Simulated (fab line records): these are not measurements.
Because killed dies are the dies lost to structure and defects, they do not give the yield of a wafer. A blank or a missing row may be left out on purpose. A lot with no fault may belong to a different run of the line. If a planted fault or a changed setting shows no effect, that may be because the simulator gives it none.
Matching of chambers	flow nand harc	NHARC_A_CHANNEL_FILL_D1_ALD_14 on ald hk-03: 4 sister chambers
The step deposits SiO2, target thk 2.5 nm, pulse time 10 s, ald cycles 25. 8 wafers are shown with their chamber, then 9 later ones without.

## WAFERS WITH THEIR CHAMBER
wafer	chamber	heater power w (W)	precursor pulse height rel
L075.4	3	422	1.029
L079.6	2	439	0.981
L081.2	1	404	0.983
L081.5	0	389	1.021
L081.6	3	409	0.976
L086.1	2	447	1.000
L086.2	1	389	0.984
L086.3	0	395	1.009

## WAFERS WHOSE CHAMBER IS MISSING
wafer	heater power w (W)	precursor pulse height rel
L086.4	419	1.036
L086.5	415	1.009
L086.6	397	0.979
L091.1	385	1.001
L091.3	398	1.012
L091.5	420	1.000
L093.1	396	0.998
L093.2	453	1.041
L093.6	461	0.995

## WHICH CHAMBER EACH WENT THROUGH
wafer	from the rows above	in truth
L086.4	can't be placed: 3 or 0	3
L086.5	3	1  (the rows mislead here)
L086.6	can't be placed: 1 or 0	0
L091.1	can't be placed: 0 or 1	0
L091.3	can't be placed: 0 or 1 or 3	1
L091.5	3	3
L093.1	can't be placed: 1 or 0 or 3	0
L093.2	2	2
L093.6	2	2
Correctly placed: 3 of 9. These rows do not allow placing 5 (true chamber among the candidates in 5). 1 placed wrongly.
How it was worked out, from the rows above alone: a wafer's distance from a chamber is the root of the sum, over the readings, of the square of ((its reading less the chamber's mean) divided by the reading's scatter). If the next closest chamber is less than 2 further off than the closest, the wafer can't be placed; otherwise it belongs to the closest. For every chamber, the mean is computed from those of its wafers that are shown. The scatter: the root of (the sum of the squares of (reading less its chamber's mean) over the shown wafers, divided by (wafers less chambers)).
